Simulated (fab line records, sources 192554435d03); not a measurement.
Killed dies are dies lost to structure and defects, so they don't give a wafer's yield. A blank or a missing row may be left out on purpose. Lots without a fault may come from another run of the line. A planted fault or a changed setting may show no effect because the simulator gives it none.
fab line records | flow n5_finfet | part 2 of 2: steps 25 to 33 of 33
record lots=5 wafers=15 last_day=16
route steps=1938 shown BEOL_M0@734 BEOL_M1@751
lots that met no fault: from a run of the same line without faults
start_h: hours from the record's first day to the start of the lot's first wafer shown | wait_h: hours since the lot's step before | " the same as in the row above | L1.1+2: a row that stands for several wafers | - no value, or no start given | * or withheld: withheld | < > ~ a bound
route shown NAME@n: a module of which the file shows steps, and the number in the route of the first | usual: mean/standard deviation of fault-free wafers | same: alike in all rows | chamber/n: place in a boat | sites: the reading at each site | _std_site: their standard deviation | _edge_site: outer sites' mean less inner sites' | radius_mm: how far each site lies from the wafer's centre | mask NAME#n: copy n | behind: the tool/chamber that last shaped the wafer | hold: why the lot was held/for how many hours/how that ended | device: the transistor (n, p or np) that didn't switch | end of line: the same wafers' tests at the end of the route | a step without rows: its recipe alone | killed: dies lost to structure and defects at the first sort, not the wafer's yield | map: a wafer's dies, x killed, . not, _ none there
set.NAME: the setting as run; set.NAME@STEP: as run at that earlier step | model.NAME: the simulator's own value behind a step, which no gauge read
lots at some steps of the route; a table a step, a row a wafer
services: from which hour (start_h, from the record's first day; less than 0 if before it) a tool's chamber was out of use, for how many hours, and why
## steps
# step N5_BEOL_M1_EBR_07
# recipe solvent=PGMEA ebr_width_mm=1.5
# same ebr_width_mm=1.5
# columns lot.wafer tool chamber start_h wait_h
L074.3+4+5 litho_track-01 0 - -
L082.2+3+6 litho_track-02 0 - -
L086.4+5+6 litho_track-02 0 - -
L087.2+4+6 litho_track-02 0 - -
L093.2+4+5 litho_track-01 0 - -
# step N5_BEOL_M1_SOFTBAKE_06
# recipe temp_c=110 time_s=60 resist=CAR-EUV
# usual heater_power_total_W=175.5/1.6 plate_temp_C=110.03/0.16
# columns lot.wafer tool chamber start_h wait_h heater_power_total_W plate_temp_C
L074.3 litho_track-01 0 - - 175.4 110.07
L074.4 " 0 " " 177.2 110.14
L074.5 " 0 " " 173.1 110.13
L082.2 litho_track-02 0 - - 175.5 109.97
L082.3 " 0 " " 176.3 109.95
L082.6 " 0 " " 176.4 109.90
L086.4 litho_track-02 0 - - 173.0 109.92
L086.5 " 0 " " 173.6 110.00
L086.6 " 0 " " 173.7 110.14
L087.2 litho_track-02 0 - - 177.4 109.91
L087.4 " 0 " " 176.9 110.08
L087.6 " 0 " " 177.1 110.11
L093.2 litho_track-01 0 - - 174.9 109.87
L093.4 " 0 " " 176.6 109.88
L093.5 " 0 " " 177.5 109.79
# step N5_BEOL_M1_EXPOSE_08
# recipe mask_id=M1 na=0.33 source_shape=dipole sigma_inner=0.369 sigma_outer=0.767 polarization=unpolarized dose_mj=33
# usual focus_offset_nm=0.0/0.55
# columns lot.wafer tool chamber start_h wait_h mask focus_offset_nm
L074.3 euv_scanner-02 0 121.38 - M1#0 0.2
L074.4 " 0 " " M1#0 0.2
L074.5 " 0 " " M1#0 -0.8
L082.2 euv_scanner-02 0 171.66 - M1#0 0.8
L082.3 " 0 " " M1#0 1.1
L082.6 " 0 " " M1#0 0.5
L086.4 euv_scanner-01 0 191.73 - M1#0 0.0
L086.5 " 0 " " M1#0 0.5
L086.6 " 0 " " M1#0 0.6
L087.2 euv_scanner-01 0 198.24 - M1#0 1.0
L087.4 " 0 " " M1#0 -0.2
L087.6 " 0 " " M1#0 0.2
L093.2 euv_scanner-01 0 242.75 - M1#0 0.5
L093.4 " 0 " " M1#0 -0.1
L093.5 " 0 " " M1#0 0.5
# step N5_BEOL_M1_PEB_09
# recipe peb_temp_c=100 peb_time_s=60 resist=CAR-EUV
# usual heater_power_total_W=154.0/1.1 plate_temp_C=100.01/0.13
# columns lot.wafer tool chamber start_h wait_h heater_power_total_W plate_temp_C
L074.3 litho_track-05 0 121.43 0.0 153.0 99.82
L074.4 " 0 " " 155.1 100.08
L074.5 " 0 " " 152.5 99.95
L082.2 litho_track-01 0 171.71 0.0 152.8 99.84
L082.3 " 0 " " 152.7 99.93
L082.6 " 0 " " 152.4 100.28
L086.4 litho_track-02 0 191.77 0.0 155.2 99.93
L086.5 " 0 " " 153.0 100.00
L086.6 " 0 " " 155.5 99.96
L087.2 litho_track-05 0 198.29 0.0 152.3 99.92
L087.4 " 0 " " 154.7 99.97
L087.6 " 0 " " 154.4 100.08
L093.2 litho_track-05 0 242.80 0.0 153.0 99.81
L093.4 " 0 " " 154.1 100.06
L093.5 " 0 " " 152.4 99.95
# step N5_BEOL_M1_DEVELOP_10
# recipe develop_time_s=30 developer=TMAH resist=CAR-EUV rinse_liquid=surfactant_rinse dry=air_spin dev_temp_c=23
# columns lot.wafer tool chamber start_h wait_h
L074.3+4+5 litho_track-05 0 - -
L082.2+3+6 litho_track-01 0 - -
L086.4+5+6 litho_track-02 0 - -
L087.2+4+6 litho_track-05 0 - -
L093.2+4+5 litho_track-05 0 - -
# step N5_BEOL_M1_CD_MEAS_11
# recipe target_cd_nm=17.05 landing_energy_ev=500 detector=se_inlens polarity=opening
# usual cd_nm=17.05/0.25
# columns lot.wafer tool chamber start_h wait_h cd_nm
L074.3 cd_sem-03 0 121.50 - 16.84
L074.4 " 0 " " 17.35
L074.5 " 0 " " 16.69
L082.2 cd_sem-02 0 171.78 - 16.90
L082.3 " 0 " " 17.46
L082.6 " 0 " " 17.26
L086.4 cd_sem-01 0 191.84 - 17.52
L086.5 " 0 " " 16.96
L086.6 " 0 " " 17.45
L087.2 cd_sem-02 0 198.36 - 17.03
L087.4 " 0 " " 16.53
L087.6 " 0 " " 16.85
L093.2 cd_sem-01 0 242.87 - 17.06
L093.4 " 0 " " 16.59
L093.5 " 0 " " 17.31
# step N5_BEOL_M1_OVL_MEAS_12
# recipe points_per_wafer=522
# usual M1_OVL=-0.1/0.8
# columns lot.wafer tool chamber start_h wait_h M1_OVL[nm]
L074.3 overlay-02 0 121.54 0.0 -1.2
L074.4 " 0 " " -0.9
L074.5 " 0 " " -0.7
L082.2 overlay-02 0 171.81 0.0 0.3
L082.3 " 0 " " -0.4
L082.6 " 0 " " 0.2
L086.4 overlay-01 0 191.89 0.0 0.1
L086.5 " 0 " " 1.7
L086.6 " 0 " " -0.6
L087.2 overlay-01 0 198.39 0.0 0.3
L087.4 " 0 " " -0.3
L087.6 " 0 " " -0.1
L093.2 overlay-02 0 242.90 0.0 1.1
L093.4 " 0 " " 0.8
L093.5 " 0 " " 0.3
# step N5_BEOL_M1_INSPECT_13
# recipe mode=adi inspect_instrument=brightfield
# usual raw_defect_count=428/90
# columns lot.wafer tool chamber start_h wait_h raw_defect_count
L074.3 defect_inspect-01 - 121.59 0.0 712
L074.4 " - " " 283
L074.5 " - " " 327
L082.2 defect_inspect-02 - 171.87 0.0 443
L082.3 " - " " 474
L082.6 " - " " 407
L086.4 defect_inspect-01 - 191.93 0.0 336
L086.5 " - " " 405
L086.6 " - " " 393
L087.2 defect_inspect-01 - 198.45 0.0 488
L087.4 " - " " 434
L087.6 " - " " 317
L093.2 defect_inspect-01 - 242.96 0.0 388
L093.4 " - " " 257
L093.5 " - " " 422
# step N5_BEOL_M1_DESCUM_16
# recipe chemistry=O2 time_s=7 source_power_w=50 bias_power_w=20 pressure_mtorr=20 rf_frequency_hz=2.712e+07 temp_c=40 resist=CAR-EUV o2_flow_sccm=225
# usual drypump_motor_current_A=5.6/0.44 oes_product_au=0.81/0.085 rf_vpp_V=243.5/1.5 showerhead_plenum_p_Torr=2.12/0.084 throttle_valve_pct=20.45/0.23
# columns lot.wafer tool chamber start_h wait_h drypump_motor_current_A oes_product_au rf_hours_counter_h rf_vpp_V showerhead_plenum_p_Torr throttle_valve_pct
L074.3 rie_diel-03 1 121.62 0.0 5.9 0.91 22 244.0 2.14 20.33
L074.4 " 0 " " 5.2 0.71 217 240.7 1.98 20.67
L074.5 " 0 " " 5.2 0.71 - 242.3 1.99 20.66
L082.2 rie_diel-04 0 172.07 0.2 5.8 0.69 241 242.4 2.14 20.55
L082.3 " 2 " " 5.7 0.68 224 243.4 2.16 20.71
L082.6 " 3 " " 6.5 0.70 - 241.4 1.99 20.52
L086.4 rie_diel-03 3 191.96 0.0 4.7 0.85 54 240.7 2.03 20.61
L086.5 " 0 " " 5.2 0.69 - 241.2 1.98 20.70
L086.6 " 3 " " 4.7 0.85 - 242.5 2.03 20.60
L087.2 rie_diel-01 2 198.92 0.5 5.6 0.69 249 242.8 2.06 20.59
L087.4 " 1 " " 6.0 0.86 35 245.8 2.23 19.99
L087.6 " 1 " " 5.9 0.87 - 244.3 2.23 20.00
L093.2 rie_diel-04 1 242.99 0.0 5.7 0.82 89 241.8 2.03 20.17
L093.4 " 3 " " 6.4 0.69 - 241.4 1.99 20.55
L093.5 " 1 " " 5.7 0.82 - 242.0 2.03 20.16
## services
# columns tool chamber start_h hours kind
cvd_co-02 - 98.11 0.5 repair
rie_diel-04 1 105.96 14.5 repair
pecvd-04 - 110.67 40.2 repair
euv_scanner-01 - 118.01 4.6 pm
pvd_sputter-03 - 119.61 1.0 repair
rie_diel-04 3 120.72 9.8 repair
euv_scanner-02 - 122.61 1.0 pm
cmp-03 - 124.34 7.2 pm
euv_scanner-02 - 124.82 0.3 repair
pecvd-01 - 137.43 2.8 pm
euv_scanner-01 - 138.52 1.0 pm
cvd_co-02 - 140.76 6.0 pm
cvd_co-02 1 147.47 14.9 repair
rie_diel-03 2 147.89 8.5 repair
ecd_cu-02 - 181.93 0.6 repair
euv_scanner-01 - 194.67 1.0 pm
pecvd-02 - 201.61 23.4 repair
ecd_cu-02 - 209.80 3.8 repair
cmp-03 - 211.96 4.0 pm
euv_scanner-01 - 219.52 4.3 repair
pvd_sputter-02 - 222.72 1.7 repair
euv_scanner-01 - 231.43 2.5 repair
cmp-03 - 239.57 5.5 pm
pecvd-01 - 240.01 0.7 repair
